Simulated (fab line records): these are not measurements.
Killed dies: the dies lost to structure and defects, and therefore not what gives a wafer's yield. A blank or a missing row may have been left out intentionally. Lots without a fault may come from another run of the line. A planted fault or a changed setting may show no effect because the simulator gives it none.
Matching of chambers -- flow n5-finfet -- N5_BEOL_M5_STRIP_64 on rie-diel-03: 4 sister chambers
The step strips in CF4. 4 wafers are shown with their chamber, then 8 later ones without.

EACH WAFER AND ITS CHAMBER
wafer,chamber,showerhead-plenum-p-Torr (Torr)
L078.1,0,1.85
L078.6,2,1.86
L082.4,3,1.67
L092.1,1,1.84

WAFERS MISSING THEIR CHAMBER
wafer,showerhead-plenum-p-Torr (Torr)
L092.4,1.84
L092.6,1.85
L093.1,1.67
L093.4,1.84
L093.5,1.85
L096.2,1.66
L096.3,1.85
L096.6,1.84

EACH ONE'S CHAMBER
wafer,from the rows above,in truth
L092.4,1,1
L092.6,0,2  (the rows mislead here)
L093.1,3,3
L093.4,1,1
L093.5,0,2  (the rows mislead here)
L096.2,3,3
L096.3,0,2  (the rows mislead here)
L096.6,1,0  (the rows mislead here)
4 of 8 placed correctly. Not placeable from these rows: 0. Wrongly placed: 4.
How it was worked out, from the rows above alone: a wafer's distance from a chamber is the root of the sum, over the readings, of the square of ((its reading less the chamber's mean) divided by the reading's scatter). The wafer belongs to the nearest chamber; if the next one is less than 2 further off, it can't be placed. A chamber's mean is the mean of its shown wafers. The scatter: root of mean squared gap, hidden wafer to nearest shown wafer, with one shown wafer a chamber.
